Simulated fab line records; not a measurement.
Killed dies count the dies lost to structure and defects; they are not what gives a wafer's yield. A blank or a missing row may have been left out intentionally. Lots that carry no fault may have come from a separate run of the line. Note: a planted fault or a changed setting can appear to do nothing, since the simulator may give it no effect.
fab line records	flow n5Finfet
record: lots: 5	wafers: 15	lastDay: 17
route steps=1938 shown BEOL_M4@1099 BEOL_M5@1112 BEOL_M10@1509 PASSIVATION@1936
lots that met no fault: taken from a fault-free run of the same line
startH: hours from the record's opening day to when the first of the lot's shown wafers began	waitH: how many hours have passed since the lot's step before this one	" repeats the value in the row above	L1.1+2: one row covering several wafers at once	- no value, or no start given	* or withheld: withheld	< > ~ a bound
route shown NAME@n: names a module that has steps shown in the file, with the first one's number in the route	usual: mean/standard deviation of fault-free wafers	same: alike in all rows	chamber/n: place in a boat	sites: each site's reading	_std_site: the standard deviation of these	_edge_site: outer sites' mean less inner sites'	radiusMm: for every site, how far away it sits from the centre of the wafer	mask NAME#n: copy n	behind: the tool/chamber that last shaped the wafer	hold: reason for holding the lot/hours on hold/outcome of the hold	device: which transistor (n, p or np) failed to switch	end of line: the tests these same wafers got at the end of their route	a step without rows: its recipe alone	killed: at the first sort, the dies lost to defects and structure; wafer yield is something else	map: a wafer's dies, marking killed ones x, the rest . and places with no die _
set.NAME: the setting that was run; set.NAME@STEP: the one run at that earlier step	model.NAME: the simulator's own value behind a step, which no gauge read
lots at some steps of the route; a table a step, a row a wafer
services: the hour from which a tool's chamber was out of use, counted from the record's first day as startH (under 0 if before that day), plus the number of hours and why
== steps ==
step: N5_BEOL_M4_ANNEAL_95
recipe: tempC: 400	timeS: 240	ambient: vacuum
step: N5_BEOL_M4_SPUTTER_96
recipe: material: Cu	targetThkA: 45	tempC: -20	chamberPressurePa: 0.07	powerW: withheld	timeS: 8.29
step: N5_BEOL_M4_ECD_50
recipe: material: Cu	targetThkA: 3000
step: N5_BEOL_M4_ANNEAL_51
recipe: tempC: 225	timeS: 90	ambient: N2
step: N5_BEOL_M4_CMP_52
recipe: stopOn: SiOC	tOverpolishS: 6.8	downForcePsi: 1	platenRpm: 50	clearingPlatenDownForcePsi: 1.5	clearingPlatenRpm: 50	postCmpClean: cuAlkaline	targetThkNm: 40	clearingPlatenPadVelocityMS: 0.99484	padVelocityMS: 0.99484
step: N5_BEOL_M4_PRE_CLEAN_60
recipe: gas: NH3/H2	timeS: 15	tempC: *	rfPowerW: 300
step: N5_BEOL_M4_CO_CAP_55
recipe: material: Co	targetThkA: 20	tempC: 200	precursor: CCTBA/H2	pressureTorr: 30	timeS: 102.1
step: N5_BEOL_M4_PRE_CLEAN_56
recipe: gas: NH3	timeS: 15	tempC: withheld	rfPowerW: 300
step: N5_BEOL_M4_DEP_57
recipe: material: SiCN	targetThkA: 80	tempC: withheld	precursor: 3MS/NH3	pressureTorr: 3	rfW: 202	timeS: 14
step: N5_BEOL_M4_RC_MEAS_101
usual: DIBL_N: 35.9/1.3	DIBL_P: 36.3/1.5	IOFF_N: 0.153/0.023	IOFF_P: 0.208/0.028	ION_N: 672/9.7	ION_P: 462/6.6	SS_N: 71.5/0.53	SS_P: 73.3/0.59	VT_N: 250.4/2.7	VT_P: -250.5/3
lot.wafer	tool	chamber	startH	waitH	DIBL_N[mV/V]	DIBL_P[mV/V]	IOFF_N[nA/um]	IOFF_P[nA/um]	ION_N[uA/um]	ION_P[uA/um]	SS_N[mV/dec]	SS_P[mV/dec]	VT_N[mV]	VT_P[mV]
L240.2	prober-01	0	236.79	0.2	36.9	36.5	0.159	0.236	676	471	71.3	73.0	250.8	-248.0
L240.4	"	0	"	"	34.8	33.6	0.120	0.189	657	460	70.9	72.9	251.8	-249.4
L240.5	"	0	"	"	35.7	35.6	0.136	0.224	666	468	71.0	73.1	252.3	-248.2
L247.1	prober-01	0	279.17	0.0	34.6	35.3	0.133	0.164	673	463	70.6	73.9	252.9	-254.5
L247.4	"	0	"	"	35.7	37.3	0.153	0.196	662	456	71.6	73.7	249.3	-252.0
L247.5	"	0	"	"	35.0	36.5	0.142	0.182	683	465	70.8	73.4	250.0	-256.8
L249.1	prober-01	0	303.11	0.5	33.3	34.4	0.129	0.212	668	473	70.7	73.2	252.3	-250.3
L249.2	"	0	"	"	34.7	36.0	0.153	0.238	674	464	71.0	74.1	249.5	-247.3
L249.4	"	0	"	"	33.8	34.3	0.130	0.206	659	463	70.7	72.8	253.6	-248.2
L248.2	prober-02	0	305.00	0.2	33.9	33.1	0.117	0.160	660	458	70.7	73.6	254.5	-253.8
L248.5	"	0	"	"	37.0	37.2	0.179	0.223	677	467	71.1	73.5	246.0	-249.7
L248.6	"	0	"	"	36.4	36.3	0.162	0.204	674	457	71.5	73.4	249.2	-250.0
L251.1	prober-02	0	313.17	0.0	36.0	37.0	0.158	0.206	682	463	71.5	73.6	249.5	-248.8
L251.4	"	0	"	"	36.5	37.6	0.170	0.213	671	457	72.0	74.4	249.0	-249.0
L251.6	"	0	"	"	35.9	36.4	0.157	0.202	674	462	71.7	73.3	247.9	-253.1
step: N5_BEOL_M5_ILD_DEP_00
recipe: material: SiCOH_lowk	targetThkA: 1406.4	tempC: 300	precursor: DEMS/porogen	pressureTorr: 5	rfW: 500	timeS: 25.9
step: N5_BEOL_M5_CURE_79
recipe: tempC: 385	timeS: 240	ambient: He/Ar	material: SiCOH_lowk
step: N5_BEOL_M5_PECVD_70
recipe: material: SiO2	targetThkA: 160	tempC: 400	precursor: TEOS/O2	pressureTorr: 5.5	rfW: 450	teosFlowSccm: 53.8	gas: O2	flowSccm: 3000	timeS: 18
step: N5_BEOL_M5_HM_DEP_02
recipe: material: TiN	targetThkA: 200	tempC: 25	chamberPressurePa: 0.49996
step: N5_BEOL_M5_COAT_59
recipe: resist: SOC	tempC: 250	timeS: 60	spinRpm: 1500	resistThkNm: 60
step: N5_BEOL_M5_COAT_60
recipe: resist: SiARC	tempC: 220	timeS: 60	spinRpm: 1500	resistThkNm: 12
step: N5_BEOL_M5_COAT_71
recipe: resist: underlayer	tempC: 205	timeS: 60	spinRpm: 1500	resistThkNm: 5
step: N5_BEOL_M5_COAT_05
recipe: resist: CAR-EUV	spinRpm: 1500	resistThkNm: 30
step: N5_BEOL_M5_EBR_07
recipe: solvent: PGMEA	ebrWidthMm: 1.5
step: N5_BEOL_M5_SOFTBAKE_06
recipe: tempC: 110	timeS: 60	resist: CAR-EUV
step: N5_BEOL_M5_EXPOSE_08
recipe: maskId: M5	na: 0.33	sourceShape: annular	sigmaInner: 0.4	sigmaOuter: 0.8	polarization: unpolarized	targetCdNm: 28	doseMj: 35.75
step: N5_BEOL_M5_PEB_09
recipe: pebTempC: 100	pebTimeS: 60	resist: CAR-EUV
step: N5_BEOL_M5_DEVELOP_10
recipe: developTimeS: 30	developer: TMAH	resist: CAR-EUV	rinseLiquid: surfactantRinse	dry: airSpin	devTempC: 23
step: N5_BEOL_M5_DESCUM_16
recipe: chemistry: O2	timeS: 7	sourcePowerW: 50	biasPowerW: 20	pressureMtorr: 20	rfFrequencyHz: 2.712e+07	tempC: 40	resist: CAR-EUV	o2FlowSccm: 225
step: N5_BEOL_M5_ETCH_72
recipe: chemistry: N2/H2	target: underlayer	targetDepthA: 65	maskMaterial: CAR-EUV	timeS: 5.2	ionEnergyEv: 200	pressureMtorr: 30	sourceW: 840	biasW: 150	n2FlowSccm: 200	h2FlowSccm: 200	ends: cleared
step: N5_BEOL_M5_ETCH_61
recipe: chemistry: CF4	target: SiARC	targetDepthA: 156	maskMaterial: CAR-EUV	timeS: 26	ionEnergyEv: 80	pressureMtorr: 40	sourceW: 545	biasW: 36	Ar_flow_sccm: 100	cf4FlowSccm: 100	ends: cleared
step: N5_BEOL_M5_ETCH_62
recipe: chemistry: N2/H2	target: SOC	targetDepthA: 750	overetchA: 150	maskMaterial: SiARC	tempC: 40	timeS: 112.5	ionEnergyEv: 200	pressureMtorr: 30	sourceW: 840	biasW: 150	n2FlowSccm: 200	h2FlowSccm: 200
step: N5_BEOL_M5_STRIP_63
recipe: chemistry: N2/H2	tempC: 40	n2FlowSccm: 200	h2FlowSccm: 200	rfFrequencyHz: 6e+07
step: N5_BEOL_M5_STRIP_73
recipe: chemistry: N2/H2	tempC: 40	n2FlowSccm: 200	h2FlowSccm: 200	rfFrequencyHz: 6e+07
step: N5_BEOL_M5_STRIP_64
recipe: chemistry: CF4	resist: SiARC	powerW: 300	biasPowerW: 75	pressureMtorr: 50	cf4FlowSccm: 150	rfFrequencyHz: 6e+07
step: N5_BEOL_M5_HM_OPEN_17
recipe: chemistry: Cl2/BCl3	targetDepthA: 200	overetchA: 60	target: TiN	maskMaterial: SOC	ionEnergyEv: 150	pressureMtorr: 10	icpW: 1000	biasW: 126	Cl2_flow_sccm: 53.25	bcl3FlowSccm: 21.75	Ar_flow_sccm: 25
step: N5_BEOL_M5_STRIP_19
recipe: chemistry: O2	powerW: 400	tempC: 40	pressureMtorr: 30	rfFrequencyHz: 6e+07	biasPowerW: 0	overashFraction: 0.2	o2FlowSccm: 225
step: N5_BEOL_M5_COAT_65
recipe: resist: SOC	tempC: 250	timeS: 60	spinRpm: 1500	resistThkNm: 60
step: N5_BEOL_M5_COAT_66
recipe: resist: SiARC	tempC: 220	timeS: 60	spinRpm: 1500	resistThkNm: 12
step: N5_BEOL_M10_VIA_ETCH_34
recipe: chemistry: C4F6/O2	target: SiCOH_lowk	targetDepthA: 1845	maskMaterial: SOC	taperDeg: 4	timeS: 69.2	ionEnergyEv: 250	pressureMtorr: 30	sourceW: 345	biasW: 185	Ar_flow_sccm: 300	C4F6_flow_sccm: 10	O2_flow_sccm: 10
usual: O2_flow_sccm: 10.00/0.031	drypumpMotorCurrentA: 5.9/0.36	oes_ar_750_au: 0.82/0.09	oesProductAu: 0.83/0.093	rfVppV: 664/6.7	runLengthS: 92.4/0.45	showerheadPlenumPTorr: 2.84/0.14	throttleValvePct: 20.9/0.31
lot.wafer	tool	chamber	startH	waitH	O2_flow_sccm	drypumpMotorCurrentA	oes_ar_750_au	oesProductAu	rfHoursCounterH	rfVppV	runLengthS	showerheadPlenumPTorr	throttleValvePct	model.etch.depthNm	model.SOC_of_BEOL_M10_COAT_63.thkNm
L240.2	rieDiel-03	2	285.83	0.0	9.92	6.2	0.71	0.71	209	663	92.9	2.61	21.2	183.6	92.2
L240.4	"	1	"	"	9.97	5.9	0.86	0.87	-	664	92.4	2.89	21.2	188.3	92
L240.5	"	0	"	"	9.96	5.6	0.99	1.00	-	660	91.6	2.79	20.4	188.7	92.4
L247.1	rieDiel-03	1	337.53	0.0	10.03	5.9	0.84	0.82	74	665	77.5	2.88	21.2	142.8	93.8
L247.4	"	3	"	"	9.97	6.1	0.73	0.72	165	669	76.0	2.97	21.3	142.2	94.2
L247.5	"	2	"	"	10.01	6.1	0.70	0.71	-	662	76.7	2.60	21.2	141	94
L248.2	rieDiel-03	0	355.34	0.0	9.97	5.6	0.91	0.92	27	657	76.3	2.78	20.5	146.1	93.4
L248.5	"	3	"	"	9.95	6.1	0.72	0.73	-	668	76.3	2.96	21.3	143.5	93.4
L248.6	"	0	"	"	9.97	5.6	0.91	0.92	-	659	76.4	2.78	20.5	145.6	93.2
L249.1	rieDiel-03	0	364.35	0.0	10.03	5.6	0.91	0.92	30	658	76.5	2.78	20.5	146.3	93.6
L249.2	"	3	"	"	9.98	6.2	0.73	0.72	173	668	76.3	2.96	21.3	142	94.2
L249.4	"	2	"	"	10.01	6.1	0.69	0.70	237	662	76.9	2.60	21.3	142.6	94
L251.1	rieDiel-05	1	367.42	0.0	10.00	6.0	0.95	0.97	7	678	92.8	3.03	20.3	190.6	91.2
L251.4	"	2	"	"	10.03	5.4	0.83	0.84	73	664	92.2	2.99	20.7	186	91.4
L251.6	"	1	"	"	9.98	6.0	0.95	0.97	-	678	92.4	3.03	20.3	191.7	91
step: N5_PASSIVATION_PROBE_49
usual: defectLimitedYield: 91.1/1.5	killed_at_M0_to_M3: 35/9.5	killed_at_M4_up: 13/5.2	killedAtContacts: 12/6.1	killedAtFrontEnd: 41/14	killedAtOther: 3.8/2.9	killedDies: 105/17	killedOnRim: 13/4.1	killedOpen: 70/13	killedShort: 33/8.4	sort_bin_5_function: 5.1/0.97	sort_bin_6_memory: 3.4/0.69	sortNPass: 1075/17	sortYieldPct: 91.1/1.5
same: grossDies: 1180	killedAtBackSide: 0	sort_bin_4_leakage[%]: 0	sort_bin_8_speed[%]: 0
lot.wafer	tool	chamber	startH	waitH	defectLimitedYield[%]	killed_at_M0_to_M3	killed_at_M4_up	killedAtContacts	killedAtFrontEnd	killedAtOther	killedDies	killedOnRim	killedOpen	killedShort	sort_bin_5_function[%]	sort_bin_6_memory[%]	sortNPass	sortYieldPct[%]
L240.2	prober-02	-	337.69	0.1	92.2	22	5	10	54	1	92	14	67	25	5.6	1.9	1088	92.2
L240.4	prober-02	-	337.79	0.2	91.0	29	15	8	49	5	106	10	74	30	4.5	4.2	1074	91.0
L240.5	prober-02	-	337.84	0.2	90.2	23	10	7	74	2	116	16	85	29	6.4	3.1	1064	90.2
L247.1	prober-02	-	385.21	0.0	19.2	43	842	29	35	4	953	151	84	34	77.3	3.0	227	19.2
L247.4	prober-02	-	385.36	0.2	19.1	30	857	20	46	2	955	152	78	35	76.5	4.0	225	19.1
L247.5	prober-02	-	385.41	0.2	14.9	34	917	16	35	2	1004	88	42	48	82.1	2.4	176	14.9
L249.1	prober-02	-	411.60	0.0	30.3	25	733	16	44	5	823	60	64	34	66.4	3.0	357	30.3
L249.2	prober-02	-	411.65	0.1	16.4	34	883	10	54	6	987	151	87	40	79.3	4.0	193	16.4
L249.4	prober-02	-	411.75	0.2	17.3	35	896	16	26	3	976	85	66	19	79.2	3.6	204	17.3
L248.2	prober-01	-	411.98	0.1	31.9	28	678	25	71	1	803	54	93	39	64.3	3.6	377	31.9
L248.5	prober-01	-	412.13	0.2	23.2	28	801	11	60	6	906	150	91	32	72.2	4.5	274	23.2
L248.6	prober-01	-	412.18	0.3	28.5	24	741	13	64	2	844	47	84	31	67.9	3.4	336	28.5
killed by level:class
L240.2 STI_FIN_REVEAL:geometricParticle:open=14 FIN_SAQP:geometricParticle:short=10 MOL_CONTACT_COAG:geometricParticle:open=10 FIN_SAQP:geometricParticle:open=8 DUMMY_GATE:geometricParticle:open=6 BEOL_M3:geometricParticle:open=6 BEOL_M0_SAQP:geometricParticle:short=5 BEOL_M2:geometricParticle:open=5
L240.4 STI_FIN_REVEAL:geometricParticle:open=12 FIN_SAQP:geometricParticle:open=11 FIN_SAQP:geometricParticle:short=9 MOL_CONTACT_COAG:geometricParticle:open=7 BEOL_M4:geometricParticle:open=7 BEOL_M1:geometricParticle:open=6 BEOL_M3:geometricParticle:open=5 BEOL_M0_SAQP:geometricParticle:short=4
L240.5 STI_FIN_REVEAL:geometricParticle:open=35 FIN_SAQP:geometricParticle:short=12 FIN_SAQP:geometricParticle:open=11 MOL_CONTACT_COAG:geometricParticle:open=7 STI_FIN_REVEAL:geometricParticle:short=6 BEOL_M2:geometricParticle:open=5 DUMMY_GATE:geometricParticle:open=4 BEOL_M0_SAQP:geometricParticle:short=4
L247.1 BEOL_M10:areaEtch=833 MOL_CONTACT_COAG:geometricParticle:open=25 BEOL_M0_SAQP:geometricParticle:short=12 FIN_SAQP:geometricParticle:short=8 BEOL_M1:geometricParticle:open=8 BEOL_M0_SAQP:geometricParticle:open=7 FIN_SAQP:geometricParticle:open=6 BEOL_M3:geometricParticle:open=6
L247.4 BEOL_M10:areaEtch=840 MOL_CONTACT_COAG:geometricParticle:open=16 FIN_SAQP:geometricParticle:short=14 STI_FIN_REVEAL:geometricParticle:open=11 BEOL_M4:geometricParticle:open=9 FIN_SAQP:geometricParticle:open=7 BEOL_M2:geometricParticle:open=7 BEOL_M3:geometricParticle:open=5
L247.5 BEOL_M10:areaEtch=913 BEOL_M0_SAQP:geometricParticle:short=13 FIN_SAQP:geometricParticle:short=11 MOL_CONTACT_COAG:geometricParticle:open=10 BEOL_M0_SAQP:geometricParticle:open=8 MOL_CONTACT_COAG:geometricParticle:short=6 BEOL_M3:geometricParticle:open=5 STARTING-WAFER:geometricParticle:short=5
L249.1 BEOL_M10:areaEtch=719 MOL_CONTACT_COAG:geometricParticle:open=12 GATE_CUT:geometricParticle:short=8 STI_FIN_REVEAL:geometricParticle:open=7 BEOL_M0_SAQP:geometricParticle:open=7 FIN_SAQP:geometricParticle:short=6 BEOL_M3:geometricParticle:short=5 SD_EPI_P:coatMicrobubblePrinted=5
L249.2 BEOL_M10:areaEtch=859 DUMMY_GATE:geometricParticle:open=13 BEOL_M0_SAQP:geometricParticle:short=12 FIN_SAQP:geometricParticle:open=11 BEOL_M2:geometricParticle:open=10 MOL_CONTACT_COAG:geometricParticle:open=9 FIN_SAQP:geometricParticle:short=8 GATE_CUT:geometricParticle:short=7
L249.4 BEOL_M10:areaEtch=886 BEOL_M2:geometricParticle:open=14 MOL_CONTACT_COAG:geometricParticle:open=13 FIN_SAQP:geometricParticle:open=7 BEOL_M0_SAQP:geometricParticle:open=6 BEOL_M3:geometricParticle:open=6 GATE_CUT:geometricParticle:short=5 BEOL_M0_SAQP:geometricParticle:short=4
L248.2 BEOL_M10:areaEtch=671 STI_FIN_REVEAL:geometricParticle:open=28 MOL_CONTACT_COAG:geometricParticle:open=19 FIN_SAQP:geometricParticle:open=12 STI_FIN_REVEAL:geometricParticle:short=8 BEOL_M0_SAQP:geometricParticle:short=7 MOL_CONTACT_COAG:geometricParticle:short=6 BEOL_M0_SAQP:geometricParticle:open=6
L248.5 BEOL_M10:areaEtch=783 FIN_SAQP:geometricParticle:open=20 STI_FIN_REVEAL:geometricParticle:open=17 MOL_CONTACT_COAG:geometricParticle:open=9 BEOL_M0_SAQP:geometricParticle:short=8 BEOL_M2:geometricParticle:open=8 BEOL_M4:geometricParticle:open=8 BEOL_M0_SAQP:geometricParticle:open=6
L248.6 BEOL_M10:areaEtch=729 FIN_SAQP:geometricParticle:open=25 STI_FIN_REVEAL:geometricParticle:open=13 MOL_CONTACT_COAG:geometricParticle:open=11 FIN_SAQP:geometricParticle:short=6 BEOL_M0_SAQP:geometricParticle:short=6 BEOL_M3:geometricParticle:open=5 BEOL_M5:geometricParticle:open=5
map L247.5 (x killed, . not)
_________________xxxxxxxxxx.x________________
______________xxxxxxxxxxxxxxx.x._____________
___________xxxxxxxxxxxxxxxxxxx.xx..__________
__________xxxxxxxxxxxxxxxxxxxxxxx.x._________
________xxxxxxxxxxxxxxxxxxxxxxxxxx..x._______
_______xxxxxxxxxxxxxxxxxxxxxxxxxxxxxxx.______
______xxxxxxxxxxxxxxxxxxxxxxxxxxxxxxxx.._____
_____.xxxxxxxxxxxxxxxxxxxxxxxxxxxxxxxxx..____
____.xxxxxxxxxxxxxxxxxxxxxxxxxxxxxxxxx....___
___...xxxxxxxxxxxxxxxxxxxxxxxxxxxxxxxxxx...__
___.xxxxxxxxxxxxxxxxxxxxxxxxxxxxxxxxxx.....__
__.x.xxxxxxxxxxxxxxxxxxxxxxxxxxxxxx.x.xxx..x_
__..xxxxxxxxxxxxxxxxxxxxxxxxxxxxxxx.x.x....._
_x...xxxxxxxxxxxxxxxxxxxxxxxxxxxxxxxx.x....x.
_..xxxxxxxxxxxxxxxxxxxxxxxxxxxxxxxxxxx..x....
_..xxxxxxxxxxxxxxxxxxxxxxxxxxxxxxxxxx....x...
_xx.xxxxxxxxxxxxxxxxxxxxxxxxxxxxx..x..x......
_xxxxxxxxxxxxxxxxxxxxxxxxxxxxxxx.xxxx.x......
_xxxxxxxxxxxxxxxxxxxxxxxxxxxxxxxxxxxx.x..x...
_.xxxxxxxxxxxxxxxxxxxxxxxxxxxxxxxxxxxx.......
_.xxxxxxxxxxxxxxxxxxxxxxxxxxxxxxxxxx..xx.....
__.xxxxxxxxxxxxxxxxxxxxxxxxxxxxxxxxxx....x.._
__xxxxxxxxxxxxxxxxxxxxxxxxxxxxxxxx..x..x...._
___xxxxxxxxxxxxxxxxxxxxxxxxxxxxx.xxxx......__
___xxxxxxxxxxxxxxxxxxxxxxxxxxxxxxxxx..x....__
____.xxxxxxxxxxxxxxxxxxxxxxxxx.xxxx.x.....___
_____xx.xxxxxxxxxxxxxxxxxxxxxxxxxxxxxxx..____
______.xxxxxxxxxxxxxxxxxxxxxx.xxxx...x.._____
_______xxxxxxxxxxxxxxxxxxxxxxxxxx..xx.x______
________xxxxxxxxxxxxxxxxxxxxxxxxxx...._______
__________xxxxxxxxxxxxxxxxxxxxx.x..x_________
___________xxxxxxxxxxxxxxxxxx.xx.xx__________
______________xxxxxxxxxxxxxxxxxx_____________
_________________x.xxxxx.xxxx________________
map L248.5 (x killed, . not)
_________________xxxxxxxxxxxx________________
______________xxxxxxxxxxxxxxxxxx_____________
___________xxxxxxx.xxxxxxxxxxxxxxxx__________
__________xxxxxxxxxxxxxxxxxxxxxxxxxx_________
________xxxxxxxxxxxxx.xx.xxxxxxxxxxxxx_______
_______xxxxxxxxxx..xxxxxxxxxxxxxxxxxxxx______
______x.xxxxxxxxx.xxxxxx.xxxxx.xxxxxxxxx_____
_____xxxxxx.xxxxx.x.xxxx.xx.xxxx.xxxxxxxx____
____xxxxxxx..xx........xx.xxxx.xxxxxxxxxxx___
___xxxxx.x.xxxx..xxx..x.xxxxx.xxx..xxxxxxxx__
___xxxxxxx...xx.....x.x.xx....xx..x.xxxxxxx__
__xxxx.xx.xx.xxx..x....xx.xx.x...x..xxxxxxxx_
__xxxxxxxx...x..x......xx...x..x..xx.xxxxxxx_
_xxxxxxxxxx.....xx..xx.x..x.xxx.xxxx.xxxxxxxx
_xxxxxxxxxx.xx....x..x...xx...x.x.xx.xxxxxxxx
_xxxxxxxxxx...x.x....x..xxx.x.xxx.x.xxxxxxxxx
_xxxxxxxxxxxx.xxx.....xxxx.x.xx...xx.xxxxxxxx
_xxxxxx...xx.xx...........xxxxxxxx.x.xxxxxxxx
_xxxx.xxxxx.x..x....xxx.x.xx.x.xxxxx.xxxxxxxx
_xxxxxxx.x..x.x.....x....xxxxxx.xxxxx.xxxxxxx
_xxxxxxxx...xx............x.x..xxx.xx.xxxxxxx
__xxxxx.xxx.x.....xx.x.....xxxxx.xx.x.xxxxxx_
__xxxxxxx..x.xx..x..x....xx..xx.x.xxxxxxxxxx_
___xxxxxxx..xx.....x.....x..x.x.xx.xxxxxxxx__
___xxxxxxxxxxxxx.xx.xxx..x.xxx.x..xxxxxxxxx__
____xxxxxxxxxxxxx.xxxxxxxx.x.x.xxxxxxxxxxx___
_____xxxxxxxxxxxxxxxxxxxx.xxx.xx.xxxxxxxx____
______xxxxxxxxxxxxxxxxxxxxxxxxxxxx.xxxxx_____
_______xxxxxxxxxxxxxxxxxxxxxxxxxxxxxxxx______
________xxxxxxxxxxxxxxxxxxxxxxxxxxxxxx_______
__________xxxxxxxxxxxxxxxxxxxxxxxxxx_________
___________xxxxxxxxxxxxxxxxxxxxx.xx__________
______________xxxxxxxxxxxxxxxxxx_____________
_________________xxxxxxxxxxxx________________
== services ==
tool	chamber	startH	hours	kind
rieDiel-03	2	267.03	4.8	repair
rieDiel-05	0	268.46	-	clean
rieDiel-05	0	268.46	-	consumableReplace:focusRing
rieDiel-05	0	268.46	-	consumableReplace:showerhead
rieDiel-05	0	268.46	14.5	scheduledDown
rieDiel-05	0	268.46	14.5	ventCycle
rieDiel-03	3	284.01	8.3	repair
rieDiel-05	1	327.43	-	clean
rieDiel-05	1	327.43	-	consumableReplace:focusRing
rieDiel-05	1	327.43	-	consumableReplace:showerhead
rieDiel-05	1	327.43	22.4	scheduledDown
rieDiel-05	1	327.43	22.4	ventCycle
== key ==
firstSign: step: N5_BEOL_M10_VIA_ETCH_34	reading: runLengthS	direction: down	sigmas: 35	usual: *	struck: *
effect: step: N5_PASSIVATION_PROBE_49	reading: killed_at_M4_up	direction: up	sigmas: 99+	usual: 13	struck: 816
modelEffect: step: N5_BEOL_M10_VIA_ETCH_34	value: etch.depthNm	without: 185.5	struck: 143.6
moreKillsBornAt: N5_BEOL_M10_VIA_ETCH_34@rieDiel-03: 7233
metAt N5_BEOL_M10_VIA_ETCH_34
struckWafers L247.1,L247.4,L247.5,L248.2,L248.5,L248.6,L249.1,L249.2,L249.4
laterRowsLeftOut L247.1,L247.4,L247.5,L248.2,L248.5,L248.6,L249.1,L249.2,L249.4
onsetBetween 285.83 337.53
fault: kind: processParameterDrift	tool: rieDiel-03	chamber: -	onsetH: 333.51	steps: N5_BEOL_M10_VIA_ETCH_34	channel: timeS	offset: *	shape: step	endH: 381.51	actsIn: *	stated: *
laterRowsLeftOut: the simulator's readings of these wafers behind a module that went badly wrong aren't trusted and aren't shown, but for the sort
